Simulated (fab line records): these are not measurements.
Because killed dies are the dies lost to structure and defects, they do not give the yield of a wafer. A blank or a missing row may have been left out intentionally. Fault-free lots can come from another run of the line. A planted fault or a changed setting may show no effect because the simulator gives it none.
One fault through the eyes of 2 desks + flow n5-finfet + what lay behind the numbers comes last; until then each desk has only its own

FROM THE METROLOGY DESK
What the gauges read, lot by lot, whatever tool the lot ran on: means of the sampled wafers that have a number. If a lot's mean is further than 4 standard deviations from the usual mean, the lot is out of limits and carries the mark OUT (the distance appears in the brackets). 7 of its 11 readings are shown: the first one out of limits and those lying furthest out on some lot.
Columns: A = trench-depth-nm at N5_BEOL_M3_OCD_MEAS_38, usual 55.3 nm; B = DIBL_P at N5_BEOL_M4_RC_MEAS_101, usual 36.5 mV/V; C = IOFF_N at N5_BEOL_M4_RC_MEAS_101, usual 0.158 nA/um; D = IOFF_P at N5_BEOL_M4_RC_MEAS_101, usual 0.21 nA/um; E = ION_P at N5_BEOL_M4_RC_MEAS_101, usual 464 uA/um; F = VT_N at N5_BEOL_M4_RC_MEAS_101, usual 250.4 mV; G = VT_P at N5_BEOL_M4_RC_MEAS_101, usual -250 mV
| lot  | first seen here | A               | B    | C     | D    | E   | F     | G    |
|------|-----------------|-----------------|------|-------|------|-----|-------|------|
| L838 | day 9 03:11     | 41.3 (-12) OUT  | 35.8 | 0.138 | 0.21 | 467 | 253.0 | -248 |
| L839 | day 9 03:47     | 48.1 (-6.0) OUT | 36.6 | 0.165 | 0.18 | 447 | 250.9 | -257 |
| L840 | day 9 08:32     | 46.0 (-7.8) OUT | 37.4 | 0.162 | 0.22 | 472 | 249.1 | -248 |
| L844 | day 10 17:19    | 55.8            | 36.0 | 0.147 | 0.24 | 472 | 250.4 | -247 |
| L845 | day 10 20:13    | 55.6            | 39.2 | 0.196 | 0.29 | 476 | 245.0 | -242 |
| L843 | day 10 20:14    | 55.3            | 35.6 | 0.152 | 0.18 | 453 | 249.5 | -253 |
| L846 | day 11 13:52    | 54.5            | 37.1 | 0.166 | 0.22 | 465 | 250.1 | -250 |
| L853 | day 13 17:57    | 55.5            | 34.2 | 0.135 | 0.21 | 471 | 251.0 | -249 |
This desk's verdict: out of limits on L838, L839, L840, starting with L838 at day 9 03:11 (trench-depth-nm at N5_BEOL_M3_OCD_MEAS_38). L844, L845, L843, L846, L853: within limits.

THE TOOL OWNER'S DESK: rie-diel-01
The tool's own readings at N5_BEOL_M3_TRENCH_ETCH_37 (etches SiOC in C4F6/O2, target depth 55.555 nm, time 29.2 s): means of the sampled wafers that have a number, for each lot that ran on this tool. If a lot's mean is further than 4 standard deviations from the usual mean, the lot is out of limits and carries the mark OUT (the distance appears in the brackets). 7 of its 8 readings are shown: the first one out of limits and those lying furthest out on some lot.
Columns: A = O2_flow_sccm at N5_BEOL_M3_TRENCH_ETCH_37, usual 10.000 sccm; B = drypump-motor-current-A at N5_BEOL_M3_TRENCH_ETCH_37, usual 5.7 A; C = oes_ar_750_au at N5_BEOL_M3_TRENCH_ETCH_37, usual 0.78 a.u.; D = oes-product-au at N5_BEOL_M3_TRENCH_ETCH_37, usual 0.78 a.u.; E = rf-vpp-V at N5_BEOL_M3_TRENCH_ETCH_37, usual 663 V; F = run-length-s at N5_BEOL_M3_TRENCH_ETCH_37, usual 52.5 s; G = showerhead-plenum-p-Torr at N5_BEOL_M3_TRENCH_ETCH_37, usual 2.85 Torr
| lot  | first seen here | A      | B   | C    | D    | E   | F               | G    |
|------|-----------------|--------|-----|------|------|-----|-----------------|------|
| L838 | day 9 03:02     | 10.004 | 5.9 | 0.76 | 0.75 | 653 | 45.4 (-16) OUT  | 2.78 |
| L839 | day 9 03:38     | 10.047 | 5.3 | 0.74 | 0.73 | 654 | 49.1 (-7.8) OUT | 2.83 |
| L840 | day 9 08:23     | 10.016 | 5.0 | 0.73 | 0.73 | 656 | 47.3 (-12) OUT  | 2.88 |
| L853 | day 13 17:47    | 9.994  | 5.6 | 0.75 | 0.74 | 654 | 52.2            | 2.89 |
This desk's verdict: out of limits on L838, L839, L840, starting with L838 at day 9 03:02 (run-length-s at N5_BEOL_M3_TRENCH_ETCH_37). L853: within limits.

TAKEN TOGETHER
At day 9 03:02, on L838, L839, L840, the tool owner's desk was in a position to raise an alarm.
On L838, L839, L840, the metrology desk was in a position to raise an alarm at day 9 03:11.
On rie-diel-01, each named lot ran N5_BEOL_M3_TRENCH_ETCH_37.

WHAT THE SIMULATOR HAD PUT IN
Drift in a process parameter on rie-diel-01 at N5_BEOL_M3_TRENCH_ETCH_37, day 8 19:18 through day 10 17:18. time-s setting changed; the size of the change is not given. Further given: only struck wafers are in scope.
Struck lots among those shown: L838, L839, L840.
Fault start to first reading out of limits, in hours, per desk: tool owner, 8; metrology, 8.
